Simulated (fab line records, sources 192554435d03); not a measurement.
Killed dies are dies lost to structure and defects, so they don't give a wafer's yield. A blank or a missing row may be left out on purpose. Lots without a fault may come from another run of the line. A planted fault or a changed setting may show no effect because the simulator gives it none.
fab line records | flow n5_finfet
record lots=9 wafers=27 last_day=16
route steps=1938 shown FIN_SAQP@146 FIN_CUT@160 BEOL_M4@1111
lots that met no fault: from a run of the same line without faults
start_h: hours from the record's first day to the start of the lot's first wafer shown | wait_h: hours since the lot's step before | " the same as in the row above | L1.1+2: a row that stands for several wafers | - no value, or no start given | * or withheld: withheld | < > ~ a bound
route shown NAME@n: a module of which the file shows steps, and the number in the route of the first | usual: mean/standard deviation of fault-free wafers | same: alike in all rows | chamber/n: place in a boat | sites: the reading at each site | _std_site: their standard deviation | _edge_site: outer sites' mean less inner sites' | radius_mm: how far each site lies from the wafer's centre | mask NAME#n: copy n | behind: the tool/chamber that last shaped the wafer | hold: why the lot was held/for how many hours/how that ended | device: the transistor (n, p or np) that didn't switch | end of line: the same wafers' tests at the end of the route | a step without rows: its recipe alone | killed: dies lost to structure and defects at the first sort, not the wafer's yield | map: a wafer's dies, x killed, . not, _ none there
set.NAME: the setting as run; set.NAME@STEP: as run at that earlier step | model.NAME: the simulator's own value behind a step, which no gauge read
steps of the route over a sample of lots; a table a step, a row a wafer
services: from which hour (start_h, from the record's first day; less than 0 if before it) a tool's chamber was out of use, for how many hours, and why
## steps
# step N5_FIN_SAQP_ETCH_64
# recipe chemistry=CF4 target=SiO2 target_depth_a=15 ion_energy_ev=350 pressure_mtorr=10 icp_w=800 bias_w=400 cf4_flow_sccm=80
# usual drypump_motor_current_A=5.47/0.26 oes_product_au=0.989/0.02 throttle_valve_pct=21.68/0.29
# columns lot.wafer tool chamber start_h wait_h drypump_motor_current_A oes_product_au rf_hours_counter_h throttle_valve_pct
L569.2 rie_si-01 1 26.64 0.0 5.52 0.975 155 21.67
L569.3 " 0 " " 5.73 0.998 132 21.83
L569.6 " 3 " " 5.41 0.986 - 21.42
L572.3 rie_si-01 3 44.03 0.0 5.39 0.983 95 21.42
L572.5 " 1 " " 5.48 0.986 - 21.68
L572.6 " 2 " " 5.73 1.036 - 21.87
L573.2 rie_si-01 0 50.52 0.0 5.74 0.992 132 21.81
L573.4 " 3 " " 5.38 0.976 95 21.41
L573.6 " 3 " " 5.40 0.964 - 21.40
L574.2 rie_si-04 0 56.70 0.0 5.14 0.986 66 21.39
L574.3 " 3 " " 5.49 0.985 76 22.03
L574.6 " 3 " " 5.50 0.997 - 22.02
L579.1 rie_si-01 1 88.98 0.0 5.48 0.970 156 21.67
L579.2 " 2 " " 5.76 1.029 147 21.86
L579.4 " 3 " " 5.36 0.957 96 21.41
L581.1 rie_si-03 2 101.28 0.0 5.51 0.982 66 21.24
L581.4 " 3 " " 5.12 0.971 175 21.66
L581.6 " 0 " " 5.98 0.974 - 22.31
L582.1 rie_si-01 2 108.71 0.0 5.76 1.037 147 21.86
L582.4 " 1 " " 5.52 0.985 157 21.69
L582.5 " 0 " " 5.74 1.001 - 21.82
L586.1 rie_si-01 2 129.90 0.0 5.79 1.023 148 21.87
L586.3 " 1 " " 5.52 0.990 157 21.66
L586.5 " 2 " " 5.74 1.043 - 21.87
L587.1 rie_si-04 1 136.07 0.0 5.29 1.000 32 21.95
L587.2 " 2 " " 5.28 0.967 137 21.50
L587.6 " 0 " " 5.16 0.966 - 21.40
# step N5_FIN_CUT_EXPOSE_05
# recipe mask_id=FIN_CUT na=0.33 source_shape=annular sigma_inner=0.35 sigma_outer=0.8 polarization=unpolarized dose_mj=45.75
# usual exposure_dose_mJ_cm2=45.8/0.33
# columns lot.wafer tool chamber start_h wait_h mask exposure_dose_mJ_cm2
L569.2 euv_scanner-02 0 27.12 - FIN_CUT#0 45.6
L569.3 " 0 " " FIN_CUT#0 45.7
L569.6 " 0 " " FIN_CUT#0 45.6
L572.3 euv_scanner-01 0 44.48 - FIN_CUT#0 45.7
L572.5 " 0 " " FIN_CUT#0 45.6
L572.6 " 0 " " FIN_CUT#0 45.7
L573.2 euv_scanner-02 0 51.09 - FIN_CUT#0 45.6
L573.4 " 0 " " FIN_CUT#0 45.6
L573.6 " 0 " " FIN_CUT#0 45.6
L574.2 euv_scanner-02 0 57.15 - FIN_CUT#0 45.6
L574.3 " 0 " " FIN_CUT#0 45.6
L574.6 " 0 " " FIN_CUT#0 45.5
L579.1 euv_scanner-02 0 89.55 - FIN_CUT#0 41.8
L579.2 " 0 " " FIN_CUT#0 41.8
L579.4 " 0 " " FIN_CUT#0 41.8
L581.1 euv_scanner-02 0 101.85 - FIN_CUT#0 42.5
L581.4 " 0 " " FIN_CUT#0 42.5
L581.6 " 0 " " FIN_CUT#0 42.5
L582.1 euv_scanner-01 0 109.27 - FIN_CUT#0 46.3
L582.4 " 0 " " FIN_CUT#0 46.3
L582.5 " 0 " " FIN_CUT#0 46.3
L586.1 euv_scanner-01 0 130.46 - FIN_CUT#0 46.3
L586.3 " 0 " " FIN_CUT#0 46.4
L586.5 " 0 " " FIN_CUT#0 46.3
L587.1 euv_scanner-01 0 136.51 - FIN_CUT#0 46.2
L587.2 " 0 " " FIN_CUT#0 46.2
L587.6 " 0 " " FIN_CUT#0 46.3
# step N5_FIN_CUT_CD_MEAS_08
# recipe target_cd_nm=29.1 landing_energy_ev=500 detector=se_inlens polarity=opening
# usual cd_nm=29.11/0.24
# columns lot.wafer tool chamber start_h wait_h cd_nm
L569.2 cd_sem-03 0 27.25 - 28.66
L569.3 " 0 " " 29.18
L569.6 " 0 " " 29.23
L572.3 cd_sem-03 0 44.60 - 28.82
L572.5 " 0 " " 28.71
L572.6 " 0 " " 29.14
L573.2 cd_sem-02 0 51.21 - 29.24
L573.4 " 0 " " 28.84
L573.6 " 0 " " 29.12
L574.2 cd_sem-03 0 57.28 - 28.96
L574.3 " 0 " " 29.41
L574.6 " 0 " " 28.58
L579.1 cd_sem-02 0 89.68 - 27.30
L579.2 " 0 " " 27.47
L579.4 " 0 " " 27.44
L581.1 cd_sem-01 0 101.98 - 27.72
L581.4 " 0 " " 27.57
L581.6 " 0 " " 27.89
L582.1 cd_sem-03 0 109.40 - 29.09
L582.4 " 0 " " 29.17
L582.5 " 0 " " 29.21
L586.1 cd_sem-02 0 130.60 - 29.38
L586.3 " 0 " " 28.98
L586.5 " 0 " " 29.84
L587.1 cd_sem-03 0 136.64 - 29.12
L587.2 " 0 " " 29.30
L587.6 " 0 " " 29.01
# step N5_FIN_CUT_DESCUM_13
# recipe chemistry=O2 time_s=7 source_power_w=50 bias_power_w=20 pressure_mtorr=20 rf_frequency_hz=2.712e+07 temp_c=40 resist=CAR-EUV o2_flow_sccm=225
# usual drypump_motor_current_A=5.7/0.44 o2_flow_sccm=225.0/0.64 oes_product_au=0.76/0.061 rf_vpp_V=243.2/1.7 showerhead_plenum_p_Torr=2.10/0.089 throttle_valve_pct=20.49/0.2
# columns lot.wafer tool chamber start_h wait_h drypump_motor_current_A o2_flow_sccm oes_product_au rf_hours_counter_h rf_vpp_V showerhead_plenum_p_Torr throttle_valve_pct
L569.2 rie_diel-06 1 27.68 0.3 5.5 225.2 0.83 80 241.9 1.93 20.05
L569.3 " 3 " " 6.1 225.0 0.75 185 242.4 2.10 20.65
L569.6 " 1 " " 5.5 226.3 0.83 - 242.1 1.93 20.06
L572.3 rie_diel-01 3 44.72 0.0 6.0 224.1 0.71 199 242.4 2.08 20.36
L572.5 " 0 " " 6.2 224.7 0.73 - 241.7 2.00 20.73
L572.6 " 3 " " 5.9 224.5 0.72 - 242.9 2.08 20.38
L573.2 rie_diel-01 3 51.51 0.2 5.9 224.8 0.71 201 242.4 2.08 20.37
L573.4 " 2 " " 5.1 224.6 0.79 111 243.8 2.18 20.39
L573.6 " 1 " " 6.4 224.6 0.77 - 243.8 2.11 20.62
L574.2 rie_diel-06 0 57.40 0.0 5.6 225.8 0.77 153 244.4 2.18 20.59
L574.3 " 2 " " 4.8 225.3 0.69 229 242.6 1.97 20.48
L574.6 " 2 " " 4.8 225.9 0.69 - 241.5 1.97 20.46
L579.1 rie_diel-01 0 90.01 0.2 6.2 224.7 0.71 179 243.1 1.99 20.76
L579.2 " 3 " " 5.9 224.9 0.71 212 243.5 2.08 20.41
L579.4 " 1 " " 6.4 224.2 0.78 142 242.2 2.11 20.63
L581.1 rie_diel-06 0 102.11 0.0 5.6 225.4 0.76 164 244.1 2.17 20.60
L581.4 " 1 " " 5.5 224.9 0.81 99 241.2 1.92 20.07
L581.6 " 2 " " 4.8 224.9 0.68 - 239.1 1.96 20.49
L582.1 rie_diel-04 3 109.58 0.1 6.0 224.6 0.72 203 244.5 2.15 20.39
L582.4 " 2 " " 5.9 224.2 0.89 33 246.2 2.15 20.33
L582.5 " 3 " " 6.0 224.6 0.71 - 245.0 2.15 20.37
L586.1 rie_diel-01 0 130.73 0.0 6.2 225.6 0.72 187 241.6 1.99 20.76
L586.3 " 1 " " 6.4 225.5 0.75 153 242.0 2.10 20.64
L586.5 " 1 " " 6.4 225.7 0.76 - 242.3 2.10 20.64
L587.1 rie_diel-06 0 136.78 0.0 5.6 224.7 0.75 175 245.9 2.17 20.59
L587.2 " 3 " " 6.1 226.0 0.73 213 243.1 2.09 20.69
L587.6 " 3 " " 6.1 224.2 0.72 - 241.3 2.09 20.68
# step N5_FIN_CUT_ETCH_21
# recipe chemistry=N2/H2 target=SOC target_depth_a=2190 overetch_a=438 mask_material=SiARC temp_c=40 ion_energy_ev=100 bias_w=61 time_s=523.5 pressure_mtorr=30 source_w=850 n2_flow_sccm=200 h2_flow_sccm=200
# usual drypump_motor_current_A=5.7/0.44 oes_product_au=0.70/0.055 rf_vpp_V=240.7/1.6 showerhead_plenum_p_Torr=2.55/0.097 throttle_valve_pct=17.86/0.23
# columns lot.wafer tool chamber start_h wait_h drypump_motor_current_A oes_product_au rf_hours_counter_h rf_vpp_V showerhead_plenum_p_Torr throttle_valve_pct
L569.2 rie_diel-06 1 27.77 0.0 5.6 0.76 81 239.0 2.39 17.74
L569.3 " 3 " " 6.2 0.69 185 240.0 2.52 17.85
L569.6 " 1 " " 5.5 0.76 - 237.4 2.39 17.74
L572.3 rie_diel-01 3 44.81 0.0 5.9 0.66 199 240.4 2.53 17.78
L572.5 " 0 " " 6.2 0.67 - 238.3 2.42 18.04
L572.6 " 3 " " 5.9 0.66 - 240.5 2.53 17.82
L573.2 rie_diel-01 3 51.60 0.0 5.9 0.66 201 241.7 2.53 17.80
L573.4 " 2 " " 5.1 0.74 111 242.9 2.65 17.73
L573.6 " 1 " " 6.4 0.72 - 240.8 2.56 17.96
L574.2 rie_diel-06 0 57.49 0.0 5.6 0.71 153 243.4 2.64 17.91
L574.3 " 2 " " 4.8 0.64 229 238.6 2.41 17.96
L574.6 " 2 " " 4.8 0.65 - 238.0 2.41 17.96
L579.1 rie_diel-01 0 90.10 0.0 6.2 0.66 179 238.4 2.41 18.04
L579.2 " 3 " " 5.9 0.65 212 240.4 2.52 17.81
L579.4 " 1 " " 6.3 0.72 142 242.2 2.55 17.99
L581.1 rie_diel-06 0 102.20 0.0 5.6 0.70 164 242.2 2.63 17.96
L581.4 " 1 " " 5.5 0.74 99 238.6 2.38 17.78
L581.6 " 2 " " 4.8 0.64 - 239.2 2.40 17.96
L582.1 rie_diel-04 3 109.67 0.0 6.0 0.66 203 241.7 2.62 17.80
L582.4 " 2 " " 5.9 0.82 33 240.7 2.58 17.43
L582.5 " 3 " " 6.0 0.65 - 243.4 2.62 17.81
L586.1 rie_diel-01 0 130.82 0.0 6.2 0.66 187 239.2 2.41 18.07
L586.3 " 1 " " 6.4 0.71 153 240.0 2.55 18.00
L586.5 " 1 " " 6.4 0.70 - 240.1 2.55 18.01
L587.1 rie_diel-06 0 136.87 0.0 5.6 0.69 175 241.9 2.63 17.98
L587.2 " 3 " " 6.1 0.67 213 240.0 2.50 17.88
L587.6 " 3 " " 6.2 0.67 - 240.4 2.50 17.89
# step N5_BEOL_M4_RC_MEAS_101
# usual DIBL_N=35.9/1.8 DIBL_P=36.2/2 IOFF_N=0.16/0.031 IOFF_P=0.22/0.041 ION_N=676/11 ION_P=465/8.5 SS_N=71.4/0.64 SS_P=73.2/0.7 VT_N=250/3.5 VT_P=-250/3.9
# columns lot.wafer tool chamber start_h wait_h DIBL_N[mV/V] DIBL_P[mV/V] IOFF_N[nA/um] IOFF_P[nA/um] ION_N[uA/um] ION_P[uA/um] SS_N[mV/dec] SS_P[mV/dec] VT_N[mV] VT_P[mV]
L569.2 prober-01 0 172.38 0.2 35.4 35.3 0.13 0.22 672 466 71.4 72.4 255 -249
L569.3 " 0 " " 36.9 37.8 0.17 0.29 694 484 71.1 73.3 249 -244
L569.6 " 0 " " 35.3 34.9 0.14 0.23 674 476 70.7 73.0 252 -246
L572.3 prober-02 0 189.02 0.3 32.6 34.6 0.12 0.18 668 462 70.5 72.7 254 -248
L572.5 " 0 " " 29.3 29.7 0.08 0.12 652 450 70.0 71.0 260 -254
L572.6 " 0 " " 34.5 34.9 0.14 0.18 655 451 71.0 71.9 252 -251
L573.2 prober-01 0 195.17 0.2 36.8 36.1 0.18 0.25 681 471 72.3 73.8 249 -244
L573.4 " 0 " " 36.2 35.4 0.15 0.24 673 474 71.4 74.1 250 -245
L573.6 " 0 " " 34.8 34.8 0.15 0.23 678 472 71.2 73.0 249 -247
L574.2 prober-02 0 214.88 0.2 35.2 35.6 0.13 0.18 658 448 72.0 73.5 252 -258
L574.3 " 0 " " 36.6 37.7 0.16 0.22 671 462 72.2 73.9 248 -254
L574.6 " 0 " " 34.1 34.7 0.12 0.16 672 462 71.5 73.3 252 -255
L579.1 prober-01 0 238.30 0.0 36.8 36.0 0.13 0.19 653 450 72.2 72.7 256 -252
L579.2 " 0 " " 37.4 37.1 0.16 0.21 679 465 71.1 73.3 248 -253
L579.4 " 0 " " 38.1 37.7 0.18 0.24 680 473 72.2 73.7 249 -250
L581.1 prober-02 0 243.81 0.0 35.2 36.3 0.16 0.22 689 471 71.2 74.0 249 -249
L581.4 " 0 " " 35.5 36.5 0.17 0.22 673 463 71.4 74.3 247 -249
L581.6 " 0 " " 32.4 32.3 0.11 0.17 650 456 71.5 72.7 256 -249
L582.1 prober-01 0 252.03 0.0 34.1 35.4 0.15 0.19 672 461 70.4 73.0 250 -252
L582.4 " 0 " " 33.9 34.9 0.13 0.18 663 459 71.3 72.6 251 -253
L582.5 " 0 " " 32.4 33.7 0.12 0.16 674 463 70.7 72.8 251 -255
L586.1 prober-01 0 269.86 0.0 37.3 38.5 0.21 0.24 689 464 72.4 74.3 245 -249
L586.3 " 0 " " 36.9 37.9 0.20 0.23 689 468 71.9 74.2 244 -251
L586.5 " 0 " " 38.6 39.0 0.22 0.24 691 463 71.9 74.4 246 -250
L587.1 prober-02 0 284.66 0.0 36.1 35.7 0.13 0.20 661 461 70.1 73.6 252 -250
L587.2 " 0 " " 42.1 43.3 0.29 0.37 712 481 71.9 74.9 239 -239
L587.6 " 0 " " 37.3 37.6 0.16 0.25 677 469 70.5 74.3 250 -246
## services
# columns tool chamber start_h hours kind
rie_si-03 3 5.43 5.1 repair
rie_diel-04 - 8.39 0.6 repair
euv_scanner-01 - 14.06 1.0 pm
euv_scanner-02 - 15.07 1.0 pm
rie_si-04 - 26.09 28.1 pm
euv_scanner-01 - 56.26 1.0 pm
rie_diel-04 0 62.99 3.1 repair
rie_si-01 2 64.85 0.9 repair
euv_scanner-01 - 66.35 2.9 repair
euv_scanner-02 - 69.24 1.0 pm
euv_scanner-01 - 70.82 0.3 repair
euv_scanner-01 0 71.70 - calibration
euv_scanner-02 - 71.76 5.8 pm
euv_scanner-01 - 78.72 - calibration
euv_scanner-02 - 89.70 4.6 pm
rie_diel-01 0 107.52 8.7 repair
euv_scanner-01 - 112.41 1.0 pm
euv_scanner-02 - 123.46 1.0 pm
rie_diel-06 2 130.38 - clean
rie_diel-06 2 130.38 - consumable_replace:focus_ring
rie_diel-06 2 130.38 - consumable_replace:showerhead
rie_diel-06 2 130.38 17.2 scheduled_down
rie_diel-06 2 130.38 17.2 vent_cycle
euv_scanner-02 0 136.24 - calibration
## key
first_sign step=N5_FIN_CUT_EXPOSE_05 reading=exposure_dose_mJ_cm2 direction=down sigmas=11 usual=45.8 struck=42.2
effect step=N5_FIN_CUT_CD_MEAS_08 reading=cd_nm direction=down sigmas=6.5 usual=29.11 struck=27.57 through=control_loop
met_at N5_FIN_CUT_EXPOSE_05
struck_lots L579,L581
loop_trim step=N5_FIN_CUT_EXPOSE_05 setting=dose lots=L581
not_acting_at N5_FIN_SAQP_ETCH_64,N5_FIN_CUT_DESCUM_13,N5_FIN_CUT_ETCH_21
onset_between 57.15 89.55
fault kind=process_parameter_drift tool=euv_scanner-02 chamber=- onset_h=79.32 steps=N5_FIN_CUT_EXPOSE_05 channel=dose_mj offset=-3.817 shape=step acts_in=these_recipes_only stated=45.75
# loop_trim: a control loop set the setting to another value than it would have without faults
